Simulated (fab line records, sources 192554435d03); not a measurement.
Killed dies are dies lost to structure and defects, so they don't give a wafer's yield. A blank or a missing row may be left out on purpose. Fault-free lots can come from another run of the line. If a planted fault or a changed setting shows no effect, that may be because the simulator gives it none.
The tool behind it: which one?    flow n5 finfet    24 lots with 72 wafers sampled at 5 steps, on a route of 1938 steps

== WHAT THE GAUGES SHOWED, per wafer ==
N5_BEOL_M10_INSPECT_13: inspects for defects (brightfield). Usual: raw defect count at 394, with a standard deviation of 90.
lot   measured      on                 raw defect count  flag
L074  day 9 20:25   defect inspect-01  379 415 300       
L075  day 10 05:44  defect inspect-01  245 364 319       
L076  day 10 06:58  defect inspect-01  379 524 299       
L077  day 10 13:27  defect inspect-02  405 334 300       
L078  day 11 01:41  defect inspect-01  271 317 360       
L079  day 11 12:25  defect inspect-01  380 372 389       
L080  day 11 14:21  defect inspect-02  293 375 382       
L082  day 11 22:04  defect inspect-02  333 385 303       
L081  day 11 22:14  defect inspect-02  438 375 446       
L084  day 12 06:21  defect inspect-01  364 350 360       
L083  day 12 09:57  defect inspect-02  359 437 477       
L085  day 12 16:04  defect inspect-01  412 359 314       
L086  day 12 22:35  defect inspect-02  394 324 356       
L087  day 13 17:56  defect inspect-02  310 377 329       
L090  day 13 17:37  defect inspect-02  382 304 453       
L088  day 13 17:46  defect inspect-01  412 624 532       
L089  day 14 01:29  defect inspect-02  594 364 616       
L091  day 14 04:42  defect inspect-01  459 471 469       
L092  day 14 09:49  defect inspect-02  252 444 377       
L094  day 15 01:51  defect inspect-01  260 412 345       
L093  day 15 05:17  defect inspect-02  620 601 703       
L096  day 16 01:07  defect inspect-01  327 335 283       
L095  day 16 01:59  defect inspect-02  382 254 345       
L097  day 16 08:48  defect inspect-02  323 472 425       

N5_BEOL_M10_INSPECT_30: inspects for defects (brightfield). Usual: raw defect count at 394, with a standard deviation of 87.
lot   measured      on                 raw defect count  flag
L074  day 9 22:32   defect inspect-02  386 416 315       
L075  day 10 07:46  defect inspect-01  234 375 341       
L076  day 10 07:48  defect inspect-01  403 503 321       
L077  day 10 14:38  defect inspect-01  383 301 300       
L078  day 11 04:56  defect inspect-02  330 360 415       
L079  day 11 13:20  defect inspect-02  425 402 397       
L080  day 11 16:32  defect inspect-02  302 370 394       
L082  day 11 23:10  defect inspect-01  314 374 274       
L081  day 12 05:44  defect inspect-01  413 317 393       
L084  day 12 07:30  defect inspect-02  404 392 408       
L083  day 12 11:11  defect inspect-01  305 385 443       
L085  day 12 17:40  defect inspect-02  455 395 336       
L086  day 12 23:33  defect inspect-01  358 317 336       
L087  day 13 22:13  defect inspect-02  346 380 339       
L090  day 13 22:02  defect inspect-01  339 271 385       
L088  day 13 21:52  defect inspect-02  462 678 599       
L089  day 14 09:52  defect inspect-02  606 351 593       
L091  day 14 09:43  defect inspect-01  487 479 514       
L092  day 14 11:46  defect inspect-02  256 439 371       
L094  day 15 04:43  defect inspect-02  291 441 353       
L093  day 15 06:20  defect inspect-01  546 558 639       
L096  day 16 03:08  defect inspect-01  354 326 299       
L095  day 16 03:19  defect inspect-02  389 248 354       
L097  day 16 10:02  defect inspect-01  320 435 382       

N5_BEOL_M10_CD_MEAS_35 targets a cd of 70 nm. Usual: cd nm at 70.0 nm, with a standard deviation of 0.53.
lot   measured      on         cd nm (nm)      flag
L074  day 9 23:45   cd sem-01  69.9 70.3 69.7  
L075  day 10 08:33  cd sem-03  69.4 69.6 69.3  
L076  day 10 08:34  cd sem-01  70.8 70.3 70.7  
L077  day 10 15:20  cd sem-03  68.9 69.2 69.5  
L078  day 11 05:56  cd sem-02  70.3 70.3 70.1  
L079  day 11 14:07  cd sem-02  69.6 69.8 70.4  
L080  day 11 17:43  cd sem-01  70.3 70.4 69.9  
L082  day 11 23:51  cd sem-02  70.7 70.3 70.2  
L081  day 12 06:25  cd sem-01  69.1 69.7 69.2  
L084  day 12 08:12  cd sem-01  70.0 69.5 70.6  
L083  day 12 11:52  cd sem-02  69.7 69.6 69.4  
L085  day 12 18:21  cd sem-01  70.3 70.1 70.7  
L086  day 13 00:14  cd sem-03  70.7 70.6 71.3  
L087  day 13 23:12  cd sem-03  71.2 70.4 70.3  
L090  day 13 22:43  cd sem-01  70.4 70.3 70.5  
L088  day 13 22:33  cd sem-02  69.9 69.3 70.0  
L089  day 14 10:51  cd sem-01  70.4 70.3 70.1  
L091  day 14 10:23  cd sem-02  69.9 70.0 69.3  
L092  day 14 12:27  cd sem-01  69.7 69.8 70.3  
L094  day 15 05:39  cd sem-03  70.4 70.1 70.2  
L093  day 15 07:35  cd sem-03  69.5 69.6 69.9  
L096  day 16 03:49  cd sem-01  69.9 70.1 70.0  
L095  day 16 04:17  cd sem-02  69.7 70.0 69.6  
L097  day 16 10:43  cd sem-01  70.3 70.7 70.3  

== EACH LOT AND THE TOOL THAT RAN IT (in order: tool; ch and the chambers of the sampled wafers; start) ==
lot   N5_BEOL_M9_ANNEAL_51              N5_BEOL_M10_PECVD_70
L074  rtp anneal-01 ch 0, day 9 17:56   pecvd-01 ch 0,2, day 9 19:28
L075  rtp anneal-01 ch 0, day 10 01:58  pecvd-01 ch 0,1,2, day 10 03:23
L076  rtp anneal-02 ch 0, day 10 03:53  pecvd-01 ch 0,2, day 10 05:18
L077  rtp anneal-02 ch 0, day 10 10:13  pecvd-01 ch 0,1,2, day 10 12:02
L078  rtp anneal-01 ch 0, day 10 21:13  pecvd-01 ch 0,1, day 10 23:08
L079  rtp anneal-02 ch 0, day 11 09:12  pecvd-01 ch 1,2, day 11 10:50
L080  rtp anneal-01 ch 0, day 11 09:57  pecvd-04 ch 0,1,2, day 11 11:22
L082  rtp anneal-01 ch 0, day 11 18:25  pecvd-02 ch 0,1, day 11 19:51
L081  rtp anneal-02 ch 0, day 11 18:33  pecvd-04 ch 0,1, day 11 20:00
L084  rtp anneal-02 ch 0, day 12 03:01  pecvd-04 ch 0,1,2, day 12 04:26
L083  rtp anneal-01 ch 0, day 12 07:20  pecvd-02 ch 0,1,2, day 12 08:40
L085  rtp anneal-01 ch 0, day 12 13:29  pecvd-01 ch 1,2, day 12 15:05
L086  rtp anneal-02 ch 0, day 12 20:34  pecvd-02 ch 1,2, day 12 21:57
L087  rtp anneal-01 ch 0, day 13 13:29  pecvd-01 ch 0,1, day 13 16:18
L090  rtp anneal-02 ch 0, day 13 13:56  pecvd-01 ch 1,2, day 13 15:24
L088  rtp anneal-01 ch 0, day 13 14:26  pecvd-02 ch 1,2, day 13 15:53
L089  rtp anneal-01 ch 0, day 13 22:22  pecvd-04 ch 0,2, day 14 00:20
L091  rtp anneal-02 ch 0, day 14 00:29  pecvd-02 ch 0,1, day 14 02:08
L092  rtp anneal-02 ch 0, day 14 02:27  pecvd-04 ch 0,1,2, day 14 05:20
L094  rtp anneal-02 ch 0, day 14 23:20  pecvd-01 ch 0,1,2, day 15 01:14
L093  rtp anneal-02 ch 0, day 15 00:29  pecvd-01 ch 0,1,2, day 15 02:17
L096  rtp anneal-02 ch 0, day 15 21:57  pecvd-04 ch 0,2, day 15 23:22
L095  rtp anneal-01 ch 0, day 15 23:51  pecvd-01 ch 2, day 16 01:13
L097  rtp anneal-02 ch 0, day 16 05:05  pecvd-01 ch 0,1, day 16 06:38
- N5_BEOL_M9_ANNEAL_51: time 90 s.
- N5_BEOL_M10_PECVD_70: deposits SiO2 from TEOS/O2, target thk 20 nm, time 22.7 s.

== WHAT THE TOOLS THEMSELVES READ (means of the sampled wafers that have a number; where no wafer has one, the mark that the record gives instead) ==
N5_BEOL_M9_ANNEAL_51. Usual: wafer_temp_C_max at 225.93, with a standard deviation of 0.22.
lot   tool           wafer_temp_C_max  flag
L074  rtp anneal-01  225.92            
L075  rtp anneal-01  226.08            
L076  rtp anneal-02  225.80            
L077  rtp anneal-02  226.07            
L078  rtp anneal-01  225.93            
L079  rtp anneal-02  225.78            
L080  rtp anneal-01  226.04            
L082  rtp anneal-01  225.98            
L081  rtp anneal-02  226.01            
L084  rtp anneal-02  225.91            
L083  rtp anneal-01  225.91            
L085  rtp anneal-01  226.01            
L086  rtp anneal-02  225.80            
L087  rtp anneal-01  226.02            
L090  rtp anneal-02  226.03            
L088  rtp anneal-01  225.98            
L089  rtp anneal-01  225.75            
L091  rtp anneal-02  225.97            
L092  rtp anneal-02  226.03            
L094  rtp anneal-02  225.89            
L093  rtp anneal-02  225.90            
L096  rtp anneal-02  225.74            
L095  rtp anneal-01  226.18            
L097  rtp anneal-02  226.11            

N5_BEOL_M10_PECVD_70. Usual: heater power outer w 412 W, standard deviation 79; heater power w 689 W, standard deviation 120; showerhead plenum p Torr 8.75 Torr, standard deviation 0.055; throttle valve pct 22.0 %, standard deviation 1.1.
lot   tool      heater power outer w (W)  heater power w (W)  showerhead plenum p Torr (Torr)  throttle valve pct (%)  flag
L074  pecvd-01  380                       625                 8.75                             22.4                    
L075  pecvd-01  365                       605                 8.74                             21.9                    
L076  pecvd-01  445                       711                 8.77                             21.3                    
L077  pecvd-01  367                       605                 8.73                             21.9                    
L078  pecvd-01  375                       621                 8.71                             23.0                    
L079  pecvd-01  356                       579                 8.73                             21.3                    
L080  pecvd-04  470                       800                 8.73                             22.1                    
L082  pecvd-02  361                       638                 8.76                             22.6                    
L081  pecvd-04  477                       803                 8.80                             22.3                    
L084  pecvd-04  524                       864                 8.73                             22.2                    
L083  pecvd-02  440                       731                 8.78                             22.5                    
L085  pecvd-01  365                       607                 8.72                             21.3                    
L086  pecvd-02  498                       808                 8.80                             22.3                    
L087  pecvd-01  336                       565                 8.68                             22.4                    
L090  pecvd-01  388                       650                 8.78                             20.7                    
L088  pecvd-02  523                       858                 8.77                             22.5                    
L089  pecvd-04  526                       856                 8.73                             22.3                    
L091  pecvd-02  426                       720                 8.77                             22.6                    
L092  pecvd-04  460                       784                 8.73                             22.2                    
L094  pecvd-01  357                       594                 8.74                             22.0                    
L093  pecvd-01  383                       622                 8.75                             22.1                    
L096  pecvd-04  481                       771                 8.77                             22.5                    
L095  pecvd-01  440                       694                 8.83                             20.2                    
L097  pecvd-01  333                       568                 8.70                             22.4                    

== THE ANSWER, worked out from the rows above alone ==
Rule: a lot is off if the mean of its wafers that have a number lies more than 3 standard deviations from the usual mean. Also off: a lot with no number at a reading for which 4 or more lots have one. Where the step has rows for the other lots, those lots are counted as sound. Order of review: gauges by route order, followed by the tools' own readings, for which a lot's mean as printed above is used. At the first step where some lot is off, the reading lying furthest off is the one used; lots without a number count as furthest.
None of the lots is off at any reading shown; this tells nothing.

== WHAT THE SIMULATOR PUT IN ==
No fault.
